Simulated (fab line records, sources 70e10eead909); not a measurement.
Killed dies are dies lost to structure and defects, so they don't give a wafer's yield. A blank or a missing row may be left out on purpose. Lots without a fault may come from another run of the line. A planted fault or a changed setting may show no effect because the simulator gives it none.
Chamber matching | flow nand_harc | NHARC_A_STAIRCASE_ETCH_203 on rie_diel-13: 4 sister chambers
The step etches the open film in C4F8/O2, target depth 100 nm, time 40.5 s. 8 wafers are shown with their chamber, then 9 later ones without.

WAFERS WITH THEIR CHAMBER
wafer  | chamber | rf_vpp_V (V) | oes_product_au (a.u.)
L330.6 | 0       | 899          | 0.943
L332.5 | 1       | 902          | 0.949
L339.1 | 3       | 896          | 0.978
L339.5 | 2       | 895          | 0.954
L339.6 | 1       | 901          | 0.934
L338.1 | 2       | 896          | 0.952
L338.2 | 0       | 896          | 0.945
L338.5 | 3       | 897          | 0.957

WAFERS WITHOUT THEIR CHAMBER
wafer  | rf_vpp_V (V) | oes_product_au (a.u.)
L340.1 | 897          | 0.956
L340.2 | 897          | 0.939
L340.5 | 898          | 0.953
L341.2 | 897          | 0.933
L341.4 | 897          | 0.962
L341.5 | 896          | 0.939
L343.2 | 896          | 0.951
L343.3 | 899          | 0.941
L343.6 | 898          | 0.944

WHICH CHAMBER EACH WENT THROUGH
wafer  | from the rows above          | in truth
L340.1 | can't be placed: 2 or 3 or 0 | 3
L340.2 | can't be placed: 0 or 2      | 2
L340.5 | can't be placed: 0 or 3 or 2 | 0
L341.2 | can't be placed: 0 or 2      | 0
L341.4 | can't be placed: 3 or 2 or 0 | 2
L341.5 | can't be placed: 0 or 2 or 3 | 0
L343.2 | can't be placed: 2 or 0 or 3 | 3
L343.3 | can't be placed: 0 or 1 or 2 | 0
L343.6 | can't be placed: 0 or 2      | 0
Placed correctly: 0 of 9. Can't be placed from these rows: 9 (the true chamber is among the candidates in 9). Placed wrongly: 0.
How it was worked out, from the rows above alone: a wafer's distance from a chamber is the root of the sum, over the readings, of the square of ((its reading less the chamber's mean) divided by the reading's scatter). The wafer belongs to the nearest chamber; if the next one is less than 2 further off, it can't be placed. A chamber's mean is the mean of its shown wafers. The scatter: the root of (the sum of the squares of (reading less its chamber's mean) over the shown wafers, divided by (wafers less chambers)).
